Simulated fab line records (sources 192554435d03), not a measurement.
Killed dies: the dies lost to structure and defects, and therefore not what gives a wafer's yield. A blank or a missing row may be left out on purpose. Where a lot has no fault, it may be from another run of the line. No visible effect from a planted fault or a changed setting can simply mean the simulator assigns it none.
Chamber matching | flow n5-finfet | 3 sister chambers for N5_BEOL_M1_ILD_DEP_00 on pecvd-04
The step deposits SiOC from DEMS/O2, target thk 79 nm, time 15.3 s. 6 wafers are shown with their chamber, then 8 later ones without.

== WAFERS, EACH WITH ITS CHAMBER ==
wafer  | chamber | showerhead-plenum-p-Torr (Torr) | heater-power-w (W)
L082.4 | 1       | 5.728                           | 436
L083.2 | 2       | 5.707                           | 476
L084.1 | 0       | 5.667                           | 373
L084.4 | 0       | 5.685                           | 385
L084.6 | 2       | 5.714                           | 471
L089.2 | 1       | 5.707                           | 463

== WAFERS WITHOUT THEIR CHAMBER ==
wafer  | showerhead-plenum-p-Torr (Torr) | heater-power-w (W)
L089.4 | 5.707                           | 424
L089.5 | 5.709                           | 468
L090.2 | 5.677                           | 411
L090.3 | 5.696                           | 470
L090.4 | 5.705                           | 461
L095.1 | 5.666                           | 371
L095.4 | 5.710                           | 468
L095.5 | 5.677                           | 377

== CHAMBER TAKEN BY EACH ==
wafer  | from the rows above     | in truth
L089.4 | can't be placed: 1 or 2 | 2
L089.5 | can't be placed: 2 or 1 | 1
L090.2 | 0                       | 0
L090.3 | can't be placed: 2 or 1 | 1
L090.4 | can't be placed: 2 or 1 | 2
L095.1 | 0                       | 0
L095.4 | can't be placed: 2 or 1 | 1
L095.5 | 0                       | 0
Correctly placed: 3 of 8. Not placeable from these rows: 5 (in 5, the candidates include the true chamber). Placed wrongly: 0.
How it was worked out, from the rows above alone: a wafer's distance from a chamber is the root of the sum, over the readings, of the square of ((its reading less the chamber's mean) divided by the reading's scatter). The wafer belongs to the nearest chamber; if the next one is less than 2 further off, it can't be placed. For every chamber, the mean is computed from those of its wafers that are shown. The scatter: the root of (the sum of the squares of (reading less its chamber's mean) over the shown wafers, divided by (wafers less chambers)).
